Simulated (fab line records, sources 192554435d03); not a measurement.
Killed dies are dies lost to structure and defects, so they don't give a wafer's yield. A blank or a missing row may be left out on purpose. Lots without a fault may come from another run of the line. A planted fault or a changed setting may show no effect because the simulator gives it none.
Chamber matching | flow n5_finfet | N5_BEOL_M13_ILD_DEP_00 on pecvd-02: 3 sister chambers
The step deposits SiOC from DEMS/O2, target thk 837.92 nm, time 166.4 s. 3 wafers are shown with their chamber, then 9 later ones without.

WAFERS WITH THEIR CHAMBER
wafer  | chamber | throttle_valve_pct (%)
L086.1 | 2       | 11.8
L086.2 | 1       | 11.5
L086.4 | 0       | 12.4

WAFERS WITHOUT THEIR CHAMBER
wafer  | throttle_valve_pct (%)
L088.1 | 11.5
L088.3 | 12.4
L088.5 | 11.7
L096.1 | 12.3
L096.3 | 11.3
L096.5 | 12.6
L097.1 | 11.8
L097.4 | 12.5
L097.5 | 11.7

WHICH CHAMBER EACH WENT THROUGH
wafer  | from the rows above     | in truth
L088.1 | 1                       | 1
L088.3 | 0                       | 0
L088.5 | can't be placed: 2 or 1 | 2
L096.1 | 0                       | 0
L096.3 | 1                       | 1
L096.5 | 0                       | 0
L097.1 | 2                       | 2
L097.4 | 0                       | 0
L097.5 | can't be placed: 2 or 1 | 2
Placed correctly: 7 of 9. Can't be placed from these rows: 2 (the true chamber is among the candidates in 2). Placed wrongly: 0.
How it was worked out, from the rows above alone: a wafer's distance from a chamber is the root of the sum, over the readings, of the square of ((its reading less the chamber's mean) divided by the reading's scatter). The wafer belongs to the nearest chamber; if the next one is less than 2 further off, it can't be placed. A chamber's mean is the mean of its shown wafers. The scatter: with one shown wafer a chamber, the root of the mean of the squares of how far each hidden wafer lies from its nearest shown one.
